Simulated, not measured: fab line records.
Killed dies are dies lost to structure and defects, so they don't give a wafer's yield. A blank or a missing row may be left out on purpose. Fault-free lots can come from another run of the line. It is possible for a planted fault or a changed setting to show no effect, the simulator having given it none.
Comparing a struck lot with a sound one | flow n5Finfet | 38 steps out of a route of 1938
Sound: these wafers, L654.2, L654.4, L654.6. Wafers L659.1, L659.4, L659.6 were the ones struck. At the end, the cause is stated.
At each step with rows: each side's tool, then ch and its chambers, then its first start. Under that, the readings that differ: sound wafers | struck wafers | difference of the means | sigmas: that difference in standard deviations of wafers without a fault.
alike: readings whose means differ by less than 2 such deviations, and words and numbers that are the same on both sides. not compared: withheld readings, readings that some wafer has no value for, bounds like >300 that may hide the same value, and numbers for which the record gives no deviation and whose values overlap.
A row with sigmas, a row that says differs or no value, or rows on one side alone: a step with any of these is where the two part. Non-overlapping numbers with no deviation appear without sigmas and do not part them. A reading missing from all wafers of one side parts the sides only when that side holds two or more wafers.

first, 10 steps without rows for these wafers: N5_FIN_SAQP_ETCH_67 (etches SiNx in CH3F/O2, target depth 30 nm); N5_FIN_SAQP_STRIP_70 (strips in N2/H2); N5_FIN_SAQP_RECESS_71 (chemistry HF/NH3, target SiO2, target depth 3 nm, afs cycles 1, sublimation time 60 s); N5_FIN_SAQP_SPACER2_ALD_28 (deposits SiO2, target thk 8.1 nm, pulse time 1 s, purge time 2 s); N5_FIN_SAQP_SPACER2_ETCHBACK_29 (etches SiO2 in CHF3/O2, target depth 12.2 nm, time 6.1 s); N5_FIN_SAQP_MANDREL2_REMOVE_60 (chemistry HBr/Cl2/O2, target a-Si, stops on SiNx, bt time 10 s); N5_FIN_SAQP_HM_OPEN_33 (chemistry CH3F/O2, target SiNx, target depth 49.4 nm, time 70.6 s); N5_FIN_SAQP_ETCH_34 (etches SiO2 in C4F6/O2, target depth 45 nm, time 15 s); N5_FIN_SAQP_STRIP_77 (strips in N2/H2, time 90 s); N5_FIN_SAQP_ETCH_64 (etches SiO2 in CF4, target depth 1.5 nm).
N5_FIN_SAQP_FIN_ETCH_36: etches the open film in HBr/Cl2/O2, target depth 120 nm, time 50.4 s.
  sound on rieSi-04 ch 0,3, day 4 16:26; struck on rieSi-04 ch 0,2, day 5 19:30
reading                            | sound             | struck            | difference | sigmas
oes_o_777_au (a.u.)                | 0.96 0.96 0.97    | 0.52 0.50 0.51    | -0.45      | -13
oesProductAu (a.u.)                | 0.992 0.980 0.980 | 0.886 0.896 0.882 | -0.096     | -5
rfFwdPowerW (W)                    | 795.9 794.5 794.5 | 605.8 603.1 607.5 | -189.5     | -73
model.FIN_SAQP.featureDepthNm (nm) | 118.6 117.8 118.2 | 104 103.4 102.8   | -15        | 
model.etch.depthNm (nm)            | 118.6 117.7 118.3 | 104 103.4 102.9   | -15        | 
  alike: biasW, drypumpMotorCurrentA, mfcCl2Sccm, throttleValvePct
  not compared: rfHoursCounterH, model.SiNx_of_FIN_SAQP_HM_DEP_03.thkNm
then, 3 steps without rows for these wafers: N5_FIN_SAQP_PRECLEAN_38 (cleans in O3/DIW, time 45 s); N5_FIN_SAQP_PRECLEAN_45 (cleans in dHF, time 10 s); N5_FIN_SAQP_SRD_39 (time 30 s).
N5_FIN_SAQP_OCD_MEAS_76:
  sound on ocd-02 at day 4 16:40; struck on ocd-02 at day 5 19:43
reading            | sound             | struck            | difference | sigmas
trenchDepthNm (nm) | 118.3 117.8 118.0 | 104.4 103.5 102.4 | -14.6      | -11
then, 20 steps without rows for these wafers: N5_FIN_CUT_COAT_18 (time 60 s, resist thk 230 nm); N5_FIN_CUT_COAT_19 (time 60 s, resist thk 20 nm); N5_FIN_CUT_COAT_29 (time 60 s, resist thk 10 nm); N5_FIN_CUT_COAT_02 (resist thk 30 nm); N5_FIN_CUT_EBR_04; N5_FIN_CUT_SOFTBAKE_03 (time 60 s); N5_FIN_CUT_EXPOSE_05 (exposes mask FIN CUT); N5_FIN_CUT_PEB_06 (peb time 60 s); N5_FIN_CUT_DEVELOP_07 (develop time 30 s); N5_FIN_CUT_DESCUM_13 (chemistry O2, time 7 s); N5_FIN_CUT_ETCH_30 (etches underlayer in N2/H2, target depth 13 nm, time 10.4 s); N5_FIN_CUT_ETCH_20 (etches SiARC in CF4, target depth 26 nm, time 43.3 s); N5_FIN_CUT_ETCH_21 (etches SOC in N2/H2, target depth 219 nm, overetch 43.8 nm, time 523.5 s); N5_FIN_CUT_STRIP_23 (strips in N2/H2); N5_FIN_CUT_STRIP_31 (strips in N2/H2); N5_FIN_CUT_STRIP_24 (strips in CF4); N5_FIN_CUT_CUT_ETCH_26 (etches SiNx in CH3F/O2, target depth 39 nm, time 55.7 s); N5_FIN_CUT_CUT_ETCH_27 (etches SiO2 in CHF3/O2, target depth 4 nm, overetch 2 nm, time 4.9 s); N5_FIN_CUT_PRECLEAN_35 (cleans in vHF, time 13.3 s); N5_FIN_CUT_CUT_ETCH_15 (etches Si in HBr/Cl2/O2, target depth 100 nm, bt time 10 s, time 42.4 s).
N5_STI_FIN_REVEAL_RECESS_09: chemistry HF/NH3, target SiO2, afs cycles 11, target depth 42.5 nm, sublimation time 60 s.
  sound on vaporEtch-02 ch 0,1, day 5 00:28; struck on vaporEtch-02 ch 0,1, day 6 03:56
  alike: drypumpMotorCurrentA
  not compared: model.SiNx_of_FIN_SAQP_HM_DEP_03.thkNm
-- a jump in the record: the struck wafers' starts before and after are 8 days apart (it breaks off in module STI_FIN_REVEAL and resumes in module BEOL_M4, where the first step shown is number 1111 of the route) --
N5_BEOL_M4_RC_MEAS_101:
  sound on prober-01 ch 0, day 12 20:34; struck on prober-01 ch 0, day 14 03:46
reading        | sound             | struck            | difference | sigmas
DIBL_P (mV/V)  | 35.8 35.4 36.0    | 40.5 40.5 39.6    | +4.5       | +3
IOFF_N (nA/um) | 0.125 0.116 0.129 | 0.212 0.229 0.216 | +0.096     | +5
IOFF_P (nA/um) | 0.190 0.184 0.199 | 0.274 0.274 0.262 | +0.079     | +3
ION_N (uA/um)  | 654 645 664       | 686 690 686       | +33        | +4
ION_P (uA/um)  | 455 448 460       | 469 468 473       | +16        | +3
SS_P (mV/dec)  | 73.4 73.1 72.9    | 73.9 74.6 74.4    | +1.2       | +2
VT_N (mV)      | 253.1 254.3 253.0 | 244.4 244.0 243.7 | -9.4       | -4
  alike: DIBL_N, SS_N, VT_P
-- a jump in the record: the struck wafers' starts before and after are 5 days apart (it breaks off in module BEOL_M4 and resumes in module PASSIVATION, where the first step shown is number 1936 of the route) --
N5_PASSIVATION_PROBE_49:
  rows exist in the record for the struck wafers here (prober-02, day 19 00:49), but not for the sound ones

== WHERE THEY PART ==
Last at N5_PASSIVATION_PROBE_49 as far as this record goes, first at N5_FIN_SAQP_FIN_ETCH_36.

WHY: what had been put in by the simulator
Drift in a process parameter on rieSi-04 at N5_FIN_SAQP_FIN_ETCH_36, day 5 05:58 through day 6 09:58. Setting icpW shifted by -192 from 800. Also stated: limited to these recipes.
